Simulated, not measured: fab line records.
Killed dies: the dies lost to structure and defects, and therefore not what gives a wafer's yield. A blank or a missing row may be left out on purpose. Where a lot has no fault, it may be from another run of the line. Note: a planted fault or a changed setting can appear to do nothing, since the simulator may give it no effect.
Matching of chambers / flow n5 finfet / N5_BEOL_M1_ETCH_64 on rie diel-03 has 4 sister chambers
The step etches SOC in N2/H2, target depth 75 nm, overetch 15 nm, time 112.5 s. 8 wafers are shown with their chamber, then 8 later ones without.

WAFERS PAIRED WITH THEIR CHAMBERS
wafer=L076.5; chamber=2; showerhead plenum p Torr (Torr)=2.57; drypump motor current A (A)=6.2
wafer=L078.6; chamber=2; showerhead plenum p Torr (Torr)=2.57; drypump motor current A (A)=6.2
wafer=L086.4; chamber=3; showerhead plenum p Torr (Torr)=2.50; drypump motor current A (A)=6.5
wafer=L086.5; chamber=0; showerhead plenum p Torr (Torr)=2.42; drypump motor current A (A)=6.4
wafer=L089.1; chamber=1; showerhead plenum p Torr (Torr)=2.62; drypump motor current A (A)=5.8
wafer=L089.2; chamber=3; showerhead plenum p Torr (Torr)=2.50; drypump motor current A (A)=6.5
wafer=L089.3; chamber=0; showerhead plenum p Torr (Torr)=2.41; drypump motor current A (A)=6.4
wafer=L092.3; chamber=1; showerhead plenum p Torr (Torr)=2.62; drypump motor current A (A)=5.7

WAFERS WITHOUT THEIR CHAMBER
wafer=L092.4; showerhead plenum p Torr (Torr)=2.41; drypump motor current A (A)=6.4
wafer=L092.5; showerhead plenum p Torr (Torr)=2.56; drypump motor current A (A)=6.2
wafer=L094.1; showerhead plenum p Torr (Torr)=2.41; drypump motor current A (A)=6.4
wafer=L094.2; showerhead plenum p Torr (Torr)=2.62; drypump motor current A (A)=5.8
wafer=L094.4; showerhead plenum p Torr (Torr)=2.62; drypump motor current A (A)=5.8
wafer=L095.1; showerhead plenum p Torr (Torr)=2.62; drypump motor current A (A)=5.8
wafer=L095.3; showerhead plenum p Torr (Torr)=2.56; drypump motor current A (A)=6.2
wafer=L095.4; showerhead plenum p Torr (Torr)=2.62; drypump motor current A (A)=5.8

CHAMBER TAKEN BY EACH
wafer=L092.4; from the rows above=0; in truth=0
wafer=L092.5; from the rows above=2; in truth=2
wafer=L094.1; from the rows above=0; in truth=0
wafer=L094.2; from the rows above=1; in truth=1
wafer=L094.4; from the rows above=1; in truth=1
wafer=L095.1; from the rows above=1; in truth=1
wafer=L095.3; from the rows above=2; in truth=2
wafer=L095.4; from the rows above=1; in truth=1
Placed correctly: 8 of 8. Can't be placed from these rows: 0. Wrongly placed: 0.
How it was worked out, from the rows above alone: a wafer's distance from a chamber is the root of the sum, over the readings, of the square of ((its reading less the chamber's mean) divided by the reading's scatter). The wafer belongs to the nearest chamber; if the next one is less than 2 further off, it can't be placed. A chamber's mean is the mean of its shown wafers. The scatter: take each reading less its chamber's mean, square it, sum over the shown wafers, divide by the number of wafers less the number of chambers, and take the root.
